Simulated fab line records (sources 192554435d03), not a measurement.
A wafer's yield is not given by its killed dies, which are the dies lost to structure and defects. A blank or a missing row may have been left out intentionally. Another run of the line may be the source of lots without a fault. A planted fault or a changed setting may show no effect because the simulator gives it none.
Chamber matching || flow n5Finfet || rieDiel-02 running N5_BEOL_M15_ETCH_59: 4 sister chambers
The step etches BARC in N2/H2, target depth 89 nm, overetch 26.7 nm, time 67.9 s. 16 wafers are shown with their chamber, then 8 later ones without.

WAFERS PAIRED WITH THEIR CHAMBERS
{"wafer": "L205.3", "chamber": 0, "drypumpMotorCurrentA (A)": 6.0, "throttleValvePct (%)": 18.2, "oesProductAu (a.u.)": 0.62}
{"wafer": "L205.4", "chamber": 1, "drypumpMotorCurrentA (A)": 5.9, "throttleValvePct (%)": 17.6, "oesProductAu (a.u.)": 0.68}
{"wafer": "L205.6", "chamber": 0, "drypumpMotorCurrentA (A)": 6.0, "throttleValvePct (%)": 18.2, "oesProductAu (a.u.)": 0.63}
{"wafer": "L207.1", "chamber": 3, "drypumpMotorCurrentA (A)": 5.0, "throttleValvePct (%)": 18.2, "oesProductAu (a.u.)": 0.63}
{"wafer": "L207.3", "chamber": 1, "drypumpMotorCurrentA (A)": 5.9, "throttleValvePct (%)": 17.6, "oesProductAu (a.u.)": 0.68}
{"wafer": "L207.5", "chamber": 0, "drypumpMotorCurrentA (A)": 6.0, "throttleValvePct (%)": 18.2, "oesProductAu (a.u.)": 0.62}
{"wafer": "L209.3", "chamber": 2, "drypumpMotorCurrentA (A)": 5.8, "throttleValvePct (%)": 17.5, "oesProductAu (a.u.)": 0.80}
{"wafer": "L209.4", "chamber": 1, "drypumpMotorCurrentA (A)": 5.9, "throttleValvePct (%)": 17.6, "oesProductAu (a.u.)": 0.68}
{"wafer": "L209.6", "chamber": 3, "drypumpMotorCurrentA (A)": 5.0, "throttleValvePct (%)": 18.2, "oesProductAu (a.u.)": 0.63}
{"wafer": "L210.1", "chamber": 3, "drypumpMotorCurrentA (A)": 5.1, "throttleValvePct (%)": 18.2, "oesProductAu (a.u.)": 0.64}
{"wafer": "L210.2", "chamber": 2, "drypumpMotorCurrentA (A)": 5.8, "throttleValvePct (%)": 17.5, "oesProductAu (a.u.)": 0.80}
{"wafer": "L210.6", "chamber": 2, "drypumpMotorCurrentA (A)": 5.8, "throttleValvePct (%)": 17.5, "oesProductAu (a.u.)": 0.80}
{"wafer": "L211.2", "chamber": 1, "drypumpMotorCurrentA (A)": 5.9, "throttleValvePct (%)": 17.6, "oesProductAu (a.u.)": 0.68}
{"wafer": "L211.4", "chamber": 3, "drypumpMotorCurrentA (A)": 5.0, "throttleValvePct (%)": 18.2, "oesProductAu (a.u.)": 0.63}
{"wafer": "L211.5", "chamber": 3, "drypumpMotorCurrentA (A)": 5.0, "throttleValvePct (%)": 18.3, "oesProductAu (a.u.)": 0.63}
{"wafer": "L223.3", "chamber": 1, "drypumpMotorCurrentA (A)": 5.9, "throttleValvePct (%)": 17.6, "oesProductAu (a.u.)": 0.66}

SIGNATURES (averages over the wafers above)
{"reading": "drypumpMotorCurrentA", "chamber 0": 6.000, "chamber 1": 5.900, "chamber 2": 5.800, "chamber 3": 5.020, "scatter within a chamber": 0.0258}
{"reading": "throttleValvePct", "chamber 0": 18.200, "chamber 1": 17.600, "chamber 2": 17.500, "chamber 3": 18.220, "scatter within a chamber": 0.0258}
{"reading": "oesProductAu", "chamber 0": 0.6233, "chamber 1": 0.6760, "chamber 2": 0.8000, "chamber 3": 0.6320, "scatter within a chamber": 0.00624}
Rule: a wafer's distance from a chamber is the root of the sum, over the readings, of the square of ((its reading less the chamber's mean) divided by the reading's scatter). If the next closest chamber is less than 2 further off than the closest, the wafer can't be placed; otherwise it belongs to the closest. How the scatter is found: for the shown wafers, subtract from each reading the mean of its chamber, square and add these, divide the total by (wafers less chambers), then take the root.

WAFERS WITH NO CHAMBER GIVEN
{"wafer": "L223.4", "drypumpMotorCurrentA (A)": 6.0, "throttleValvePct (%)": 18.2, "oesProductAu (a.u.)": 0.61}
{"wafer": "L223.5", "drypumpMotorCurrentA (A)": 5.1, "throttleValvePct (%)": 18.3, "oesProductAu (a.u.)": 0.62}
{"wafer": "L225.1", "drypumpMotorCurrentA (A)": 6.0, "throttleValvePct (%)": 18.2, "oesProductAu (a.u.)": 0.60}
{"wafer": "L225.5", "drypumpMotorCurrentA (A)": 5.1, "throttleValvePct (%)": 18.3, "oesProductAu (a.u.)": 0.62}
{"wafer": "L225.6", "drypumpMotorCurrentA (A)": 5.8, "throttleValvePct (%)": 17.5, "oesProductAu (a.u.)": 0.75}
{"wafer": "L226.1", "drypumpMotorCurrentA (A)": 5.1, "throttleValvePct (%)": 18.3, "oesProductAu (a.u.)": 0.61}
{"wafer": "L226.2", "drypumpMotorCurrentA (A)": 5.7, "throttleValvePct (%)": 17.5, "oesProductAu (a.u.)": 0.74}
{"wafer": "L226.3", "drypumpMotorCurrentA (A)": 5.9, "throttleValvePct (%)": 17.6, "oesProductAu (a.u.)": 0.65}

WHICH CHAMBER EACH WENT THROUGH
{"wafer": "L223.4", "from the rows above": 0, "in truth": 0}
{"wafer": "L223.5", "from the rows above": 3, "in truth": 3}
{"wafer": "L225.1", "from the rows above": 0, "in truth": 0}
{"wafer": "L225.5", "from the rows above": 3, "in truth": 3}
{"wafer": "L225.6", "from the rows above": 2, "in truth": 2}
{"wafer": "L226.1", "from the rows above": 3, "in truth": 3}
{"wafer": "L226.2", "from the rows above": 2, "in truth": 2}
{"wafer": "L226.3", "from the rows above": 1, "in truth": 1}
Placed correctly: 8 of 8. Number that these rows cannot place: 0. Number placed wrongly: 0.
